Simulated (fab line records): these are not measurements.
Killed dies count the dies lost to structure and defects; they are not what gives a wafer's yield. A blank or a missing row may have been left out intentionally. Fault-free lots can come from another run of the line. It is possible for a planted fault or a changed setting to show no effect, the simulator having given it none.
The tool behind it: which one? / flow n5_finfet / 10 lots with 29 wafers sampled at 5 steps, on a route of 1938 steps

== WHAT THE GAUGES READ, wafer by wafer ==
N5_BEOL_M0_OCD_MEAS_108. Usual: trench_depth_nm reads 32.6 nm (standard deviation 0.63).
lot=L547; measured=day 6 02:08; on=ocd-01; trench_depth_nm (nm)=32.6 32.5; flag=
lot=L548; measured=day 6 05:14; on=ocd-02; trench_depth_nm (nm)=32.6 33.1 32.3; flag=
lot=L550; measured=day 6 12:07; on=ocd-01; trench_depth_nm (nm)=33.2 32.3 33.0; flag=
lot=L553; measured=day 7 14:32; on=ocd-01; trench_depth_nm (nm)=33.1 32.4 31.8; flag=
lot=L554; measured=day 7 17:26; on=ocd-01; trench_depth_nm (nm)=32.2 32.7 32.3; flag=
lot=L555; measured=day 7 23:28; on=ocd-01; trench_depth_nm (nm)=32.4 33.3 31.8; flag=
lot=L565; measured=day 10 09:02; on=ocd-01; trench_depth_nm (nm)=32.5 32.7 31.0; flag=
lot=L566; measured=day 10 16:53; on=ocd-01; trench_depth_nm (nm)=33.1 32.8 32.3; flag=
lot=L567; measured=day 11 01:01; on=ocd-01; trench_depth_nm (nm)=33.2 31.3 32.9; flag=
lot=L568; measured=day 11 01:44; on=ocd-02; trench_depth_nm (nm)=33.1 32.8 31.7; flag=

N5_BEOL_M4_RC_MEAS_101. Usual: DIBL_N 36.9 mV/V, standard deviation 1.6; DIBL_P 37.1 mV/V, standard deviation 2; IOFF_N 0.17 nA/um, standard deviation 0.032; IOFF_P 0.22 nA/um, standard deviation 0.036; ION_N 674 uA/um, standard deviation 12; ION_P 463 uA/um, standard deviation 7.8; SS_N 71.7 mV/dec, standard deviation 0.63; SS_P 73.5 mV/dec, standard deviation 0.62; VT_N 249 mV, standard deviation 3.3; VT_P -250 mV, standard deviation 3.5.
lot=L547; measured=day 8 11:50; on=prober-01; DIBL_N (mV/V)=36.2 38.1; DIBL_P (mV/V)=35.7 38.2; IOFF_N (nA/um)=0.16 0.20; IOFF_P (nA/um)=0.21 0.25; ION_N (uA/um)=685 693; ION_P (uA/um)=463 468; SS_N (mV/dec)=72.0 72.9; SS_P (mV/dec)=73.2 74.0; VT_N (mV)=248 245; VT_P (mV)=-251 -246; flag=
lot=L548; measured=day 8 20:54; on=prober-02; DIBL_N (mV/V)=36.8 36.7 37.8; DIBL_P (mV/V)=37.8 36.2 37.1; IOFF_N (nA/um)=0.15 0.15 0.17; IOFF_P (nA/um)=0.27 0.24 0.25; ION_N (uA/um)=664 649 666; ION_P (uA/um)=466 462 466; SS_N (mV/dec)=71.3 71.9 71.1; SS_P (mV/dec)=73.3 73.0 73.1; VT_N (mV)=252 251 249; VT_P (mV)=-245 -247 -244; flag=
lot=L550; measured=day 9 03:10; on=prober-01; DIBL_N (mV/V)=38.6 36.9 35.1; DIBL_P (mV/V)=39.4 39.0 35.2; IOFF_N (nA/um)=0.20 0.18 0.14; IOFF_P (nA/um)=0.29 0.29 0.21; ION_N (uA/um)=679 689 664; ION_P (uA/um)=469 474 464; SS_N (mV/dec)=71.8 72.1 71.2; SS_P (mV/dec)=74.3 73.9 73.3; VT_N (mV)=247 249 252; VT_P (mV)=-246 -246 -248; flag=
lot=L553; measured=day 9 17:31; on=prober-01; DIBL_N (mV/V)=34.4 36.5 37.6; DIBL_P (mV/V)=35.1 37.8 37.8; IOFF_N (nA/um)=0.13 0.17 0.18; IOFF_P (nA/um)=0.20 0.25 0.25; ION_N (uA/um)=658 667 674; ION_P (uA/um)=452 463 464; SS_N (mV/dec)=70.9 71.6 72.0; SS_P (mV/dec)=72.9 73.6 73.8; VT_N (mV)=252 248 247; VT_P (mV)=-250 -246 -245; flag=
lot=L554; measured=day 10 04:57; on=prober-01; DIBL_N (mV/V)=38.6 37.5 37.1; DIBL_P (mV/V)=38.0 36.6 36.7; IOFF_N (nA/um)=0.19 0.17 0.18; IOFF_P (nA/um)=0.27 0.22 0.23; ION_N (uA/um)=674 670 677; ION_P (uA/um)=464 459 463; SS_N (mV/dec)=72.3 71.8 72.2; SS_P (mV/dec)=73.7 74.0 73.6; VT_N (mV)=248 249 248; VT_P (mV)=-247 -250 -246; flag=
lot=L555; measured=day 10 20:43; on=prober-01; DIBL_N (mV/V)=35.6 35.7 34.7; DIBL_P (mV/V)=37.6 37.9 36.8; IOFF_N (nA/um)=0.16 0.16 0.14; IOFF_P (nA/um)=0.21 0.22 0.20; ION_N (uA/um)=676 674 659; ION_P (uA/um)=466 458 459; SS_N (mV/dec)=71.0 71.9 71.3; SS_P (mV/dec)=73.9 73.2 72.9; VT_N (mV)=250 250 254; VT_P (mV)=-249 -252 -252; flag=
lot=L565; measured=day 12 16:11; on=prober-01; DIBL_N (mV/V)=36.1 39.8 37.8; DIBL_P (mV/V)=35.9 38.9 37.5; IOFF_N (nA/um)=0.16 0.24 0.20; IOFF_P (nA/um)=0.25 0.30 0.28; ION_N (uA/um)=672 697 695; ION_P (uA/um)=468 479 473; SS_N (mV/dec)=71.8 72.4 71.5; SS_P (mV/dec)=73.7 74.4 73.8; VT_N (mV)=247 243 245; VT_P (mV)=-246 -243 -244; flag=
lot=L566; measured=day 12 16:58; on=prober-01; DIBL_N (mV/V)=36.1 41.5 36.2; DIBL_P (mV/V)=33.3 40.4 33.7; IOFF_N (nA/um)=0.14 0.26 0.14; IOFF_P (nA/um)=0.20 0.34 0.20; ION_N (uA/um)=668 700 674; ION_P (uA/um)=458 481 465; SS_N (mV/dec)=70.9 71.9 71.4; SS_P (mV/dec)=72.6 74.8 72.5; VT_N (mV)=251 243 251; VT_P (mV)=-249 -241 -247; flag=
lot=L567; measured=day 13 10:24; on=prober-02; DIBL_N (mV/V)=38.9 36.9 35.1; DIBL_P (mV/V)=36.3 34.8 33.3; IOFF_N (nA/um)=0.19 0.15 0.13; IOFF_P (nA/um)=0.25 0.23 0.20; ION_N (uA/um)=672 674 666; ION_P (uA/um)=465 463 462; SS_N (mV/dec)=73.1 71.7 71.1; SS_P (mV/dec)=74.1 74.1 73.0; VT_N (mV)=250 251 253; VT_P (mV)=-247 -249 -250; flag=
lot=L568; measured=day 13 12:01; on=prober-01; DIBL_N (mV/V)=36.6 37.0 37.5; DIBL_P (mV/V)=38.6 40.2 40.7; IOFF_N (nA/um)=0.18 0.19 0.20; IOFF_P (nA/um)=0.22 0.25 0.27; ION_N (uA/um)=679 675 683; ION_P (uA/um)=459 459 468; SS_N (mV/dec)=72.4 72.4 72.8; SS_P (mV/dec)=73.8 74.0 74.1; VT_N (mV)=250 248 246; VT_P (mV)=-249 -252 -247; flag=

== TOOL THAT RAN EACH LOT (tool first, then ch and the chambers of the sampled wafers, then the start) ==
lot=L547; N5_BEOL_M0_HM_OPEN_105=rie_metal-03 ch 0,1, day 6 01:38; N5_BEOL_M0_ETCH_109=rie_diel-05 ch 0, day 6 02:15; N5_BEOL_M0_SPUTTER_116=pvd_sputter-01, day 6 03:47
lot=L548; N5_BEOL_M0_HM_OPEN_105=rie_metal-01 ch 0,1, day 6 04:37; N5_BEOL_M0_ETCH_109=rie_diel-05 ch 1,2,3, day 6 05:24; N5_BEOL_M0_SPUTTER_116=pvd_sputter-02, day 6 08:07
lot=L550; N5_BEOL_M0_HM_OPEN_105=rie_metal-01 ch 1, day 6 11:27; N5_BEOL_M0_ETCH_109=rie_diel-03 ch 1,3, day 6 12:30; N5_BEOL_M0_SPUTTER_116=pvd_sputter-03, day 6 13:56
lot=L553; N5_BEOL_M0_HM_OPEN_105=rie_metal-01 ch 0,1, day 7 13:56; N5_BEOL_M0_ETCH_109=rie_diel-01 ch 1,2,3, day 7 14:38; N5_BEOL_M0_SPUTTER_116=pvd_sputter-01, day 7 17:26
lot=L554; N5_BEOL_M0_HM_OPEN_105=rie_metal-01 ch 0,1, day 7 16:50; N5_BEOL_M0_ETCH_109=rie_diel-01 ch 0,2, day 7 17:32; N5_BEOL_M0_SPUTTER_116=pvd_sputter-01, day 7 18:46
lot=L555; N5_BEOL_M0_HM_OPEN_105=rie_metal-01 ch 0,1, day 7 22:10; N5_BEOL_M0_ETCH_109=rie_diel-01 ch 0,2,3, day 8 00:43; N5_BEOL_M0_SPUTTER_116=pvd_sputter-02, day 8 02:13
lot=L565; N5_BEOL_M0_HM_OPEN_105=rie_metal-01 ch 0,1, day 10 07:52; N5_BEOL_M0_ETCH_109=rie_diel-01 ch 0,1,3, day 10 10:26; N5_BEOL_M0_SPUTTER_116=pvd_sputter-01, day 10 11:29
lot=L566; N5_BEOL_M0_HM_OPEN_105=rie_metal-03 ch 0,1, day 10 16:05; N5_BEOL_M0_ETCH_109=rie_diel-03 ch 1,2,3, day 10 17:08; N5_BEOL_M0_SPUTTER_116=pvd_sputter-01, day 10 18:35
lot=L567; N5_BEOL_M0_HM_OPEN_105=rie_metal-01 ch 0,1, day 11 00:04; N5_BEOL_M0_ETCH_109=rie_diel-01 ch 0,1,2, day 11 01:42; N5_BEOL_M0_SPUTTER_116=pvd_sputter-02, day 11 02:39
lot=L568; N5_BEOL_M0_HM_OPEN_105=rie_metal-03 ch 0,1, day 11 00:31; N5_BEOL_M0_ETCH_109=rie_diel-01 ch 0,2,3, day 11 01:53; N5_BEOL_M0_SPUTTER_116=pvd_sputter-03, day 11 04:40
- N5_BEOL_M0_HM_OPEN_105: chemistry Cl2/BCl3, target TiN, target depth 12 nm.
- N5_BEOL_M0_ETCH_109: etches SiCN in CH3F/O2, target depth 8 nm, overetch 2.4 nm, time 27.4 s.
- N5_BEOL_M0_SPUTTER_116: material Cu, target thk 4 nm, time 7.37 s.

== WHAT THE TOOLS THEMSELVES READ (means of the sampled wafers that have a number; where no wafer has one, the mark that the record gives instead) ==
N5_BEOL_M0_HM_OPEN_105. Usual: drypump_motor_current_A 6.2 A, standard deviation 0.43; oes_product_au 0.73 a.u., standard deviation 0.098; throttle_valve_pct 21.88 %, standard deviation 0.12.
lot=L547; tool=rie_metal-03; drypump_motor_current_A (A)=6.0; oes_product_au (a.u.)=0.80; throttle_valve_pct (%)=21.78; flag=
lot=L548; tool=rie_metal-01; drypump_motor_current_A (A)=6.5; oes_product_au (a.u.)=0.61; throttle_valve_pct (%)=21.96; flag=
lot=L550; tool=rie_metal-01; drypump_motor_current_A (A)=6.6; oes_product_au (a.u.)=0.60; throttle_valve_pct (%)=21.96; flag=
lot=L553; tool=rie_metal-01; drypump_motor_current_A (A)=6.4; oes_product_au (a.u.)=0.62; throttle_valve_pct (%)=21.98; flag=
lot=L554; tool=rie_metal-01; drypump_motor_current_A (A)=6.5; oes_product_au (a.u.)=0.60; throttle_valve_pct (%)=21.98; flag=
lot=L555; tool=rie_metal-01; drypump_motor_current_A (A)=6.5; oes_product_au (a.u.)=0.60; throttle_valve_pct (%)=21.98; flag=
lot=L565; tool=rie_metal-01; drypump_motor_current_A (A)=6.5; oes_product_au (a.u.)=0.85; throttle_valve_pct (%)=21.81; flag=
lot=L566; tool=rie_metal-03; drypump_motor_current_A (A)=5.8; oes_product_au (a.u.)=0.76; throttle_valve_pct (%)=21.86; flag=
lot=L567; tool=rie_metal-01; drypump_motor_current_A (A)=6.5; oes_product_au (a.u.)=0.84; throttle_valve_pct (%)=21.81; flag=
lot=L568; tool=rie_metal-03; drypump_motor_current_A (A)=5.8; oes_product_au (a.u.)=0.76; throttle_valve_pct (%)=21.86; flag=

N5_BEOL_M0_ETCH_109. Usual: drypump_motor_current_A 5.65 A, standard deviation 0.3; oes_product_au 0.66 a.u., standard deviation 0.067; rf_vpp_V 297.2 V, standard deviation 1.4; showerhead_plenum_p_Torr 1.99 Torr, standard deviation 0.05; throttle_valve_pct 16.31 %, standard deviation 0.28.
lot=L547; tool=rie_diel-05; drypump_motor_current_A (A)=5.39; oes_product_au (a.u.)=0.66; rf_vpp_V (V)=297.9; showerhead_plenum_p_Torr (Torr)=2.07; throttle_valve_pct (%)=16.58; flag=
lot=L548; tool=rie_diel-05; drypump_motor_current_A (A)=5.76; oes_product_au (a.u.)=0.62; rf_vpp_V (V)=298.3; showerhead_plenum_p_Torr (Torr)=2.01; throttle_valve_pct (%)=16.48; flag=
lot=L550; tool=rie_diel-03; drypump_motor_current_A (A)=5.66; oes_product_au (a.u.)=0.73; rf_vpp_V (V)=298.1; showerhead_plenum_p_Torr (Torr)=1.99; throttle_valve_pct (%)=15.97; flag=
lot=L553; tool=rie_diel-01; drypump_motor_current_A (A)=5.69; oes_product_au (a.u.)=0.60; rf_vpp_V (V)=297.2; showerhead_plenum_p_Torr (Torr)=1.98; throttle_valve_pct (%)=16.49; flag=
lot=L554; tool=rie_diel-01; drypump_motor_current_A (A)=5.85; oes_product_au (a.u.)=0.73; rf_vpp_V (V)=296.9; showerhead_plenum_p_Torr (Torr)=1.97; throttle_valve_pct (%)=16.34; flag=
lot=L555; tool=rie_diel-01; drypump_motor_current_A (A)=5.71; oes_product_au (a.u.)=0.65; rf_vpp_V (V)=297.1; showerhead_plenum_p_Torr (Torr)=1.98; throttle_valve_pct (%)=16.53; flag=
lot=L565; tool=rie_diel-01; drypump_motor_current_A (A)=5.74; oes_product_au (a.u.)=0.66; rf_vpp_V (V)=296.5; showerhead_plenum_p_Torr (Torr)=1.98; throttle_valve_pct (%)=16.34; flag=
lot=L566; tool=rie_diel-03; drypump_motor_current_A (A)=5.44; oes_product_au (a.u.)=0.66; rf_vpp_V (V)=296.7; showerhead_plenum_p_Torr (Torr)=1.97; throttle_valve_pct (%)=16.09; flag=
lot=L567; tool=rie_diel-01; drypump_motor_current_A (A)=5.80; oes_product_au (a.u.)=0.72; rf_vpp_V (V)=295.9; showerhead_plenum_p_Torr (Torr)=1.96; throttle_valve_pct (%)=16.19; flag=
lot=L568; tool=rie_diel-01; drypump_motor_current_A (A)=5.73; oes_product_au (a.u.)=0.71; rf_vpp_V (V)=296.4; showerhead_plenum_p_Torr (Torr)=1.97; throttle_valve_pct (%)=16.40; flag=

N5_BEOL_M0_SPUTTER_116. Usual: chamber_pressure_pa 0.07 Pa, standard deviation 0.00015; chuck_gas_flow_sccm 1.26 sccm, standard deviation 0.054; substrate_temp_c -20.00 C, standard deviation 0.11; throttle_valve_pct 29.9 %, standard deviation 1.2.
lot=L547; tool=pvd_sputter-01; chamber_pressure_pa (Pa)=0.07; chuck_gas_flow_sccm (sccm)=1.24; substrate_temp_c (C)=-20.15; throttle_valve_pct (%)=29.9; flag=
lot=L548; tool=pvd_sputter-02; chamber_pressure_pa (Pa)=0.07; chuck_gas_flow_sccm (sccm)=1.23; substrate_temp_c (C)=-19.99; throttle_valve_pct (%)=29.4; flag=
lot=L550; tool=pvd_sputter-03; chamber_pressure_pa (Pa)=0.07; chuck_gas_flow_sccm (sccm)=1.25; substrate_temp_c (C)=-19.98; throttle_valve_pct (%)=29.6; flag=
lot=L553; tool=pvd_sputter-01; chamber_pressure_pa (Pa)=-; chuck_gas_flow_sccm (sccm)=-; substrate_temp_c (C)=-; throttle_valve_pct (%)=-; flag=OFF
lot=L554; tool=pvd_sputter-01; chamber_pressure_pa (Pa)=-; chuck_gas_flow_sccm (sccm)=-; substrate_temp_c (C)=-; throttle_valve_pct (%)=-; flag=OFF
lot=L555; tool=pvd_sputter-02; chamber_pressure_pa (Pa)=-; chuck_gas_flow_sccm (sccm)=-; substrate_temp_c (C)=-; throttle_valve_pct (%)=-; flag=OFF
lot=L565; tool=pvd_sputter-01; chamber_pressure_pa (Pa)=0.07; chuck_gas_flow_sccm (sccm)=1.25; substrate_temp_c (C)=-20.02; throttle_valve_pct (%)=29.6; flag=
lot=L566; tool=pvd_sputter-01; chamber_pressure_pa (Pa)=0.07; chuck_gas_flow_sccm (sccm)=1.26; substrate_temp_c (C)=-19.89; throttle_valve_pct (%)=29.4; flag=
lot=L567; tool=pvd_sputter-02; chamber_pressure_pa (Pa)=0.07; chuck_gas_flow_sccm (sccm)=1.25; substrate_temp_c (C)=-20.17; throttle_valve_pct (%)=30.7; flag=
lot=L568; tool=pvd_sputter-03; chamber_pressure_pa (Pa)=0.07; chuck_gas_flow_sccm (sccm)=1.31; substrate_temp_c (C)=-20.01; throttle_valve_pct (%)=29.9; flag=

== THE ANSWER, worked out from the rows above alone ==
Rule: a lot counts as off when the mean over its wafers that have a number is more than 3 standard deviations away from the usual mean. Also off: a lot with no number at a reading for which 4 or more lots have one. The other lots that the step has rows for count as sound. Order of review: gauges by route order, followed by the tools' own readings, for which a lot's mean as printed above is used. The first step at which some lot is off is used, and at that step the reading that is off furthest; a lot without a number counts as furthest.
Off: L553, L554, L555, at N5_BEOL_M0_SPUTTER_116 (chamber_pressure_pa). Without a number there: L553, L554, L555.
If a tool, at that step or one of the process steps before it, ran each lot that is off and ran no sound lot following the first of them, it fits. Not one of the candidates tried fits.

== WHAT THE SIMULATOR PUT IN ==
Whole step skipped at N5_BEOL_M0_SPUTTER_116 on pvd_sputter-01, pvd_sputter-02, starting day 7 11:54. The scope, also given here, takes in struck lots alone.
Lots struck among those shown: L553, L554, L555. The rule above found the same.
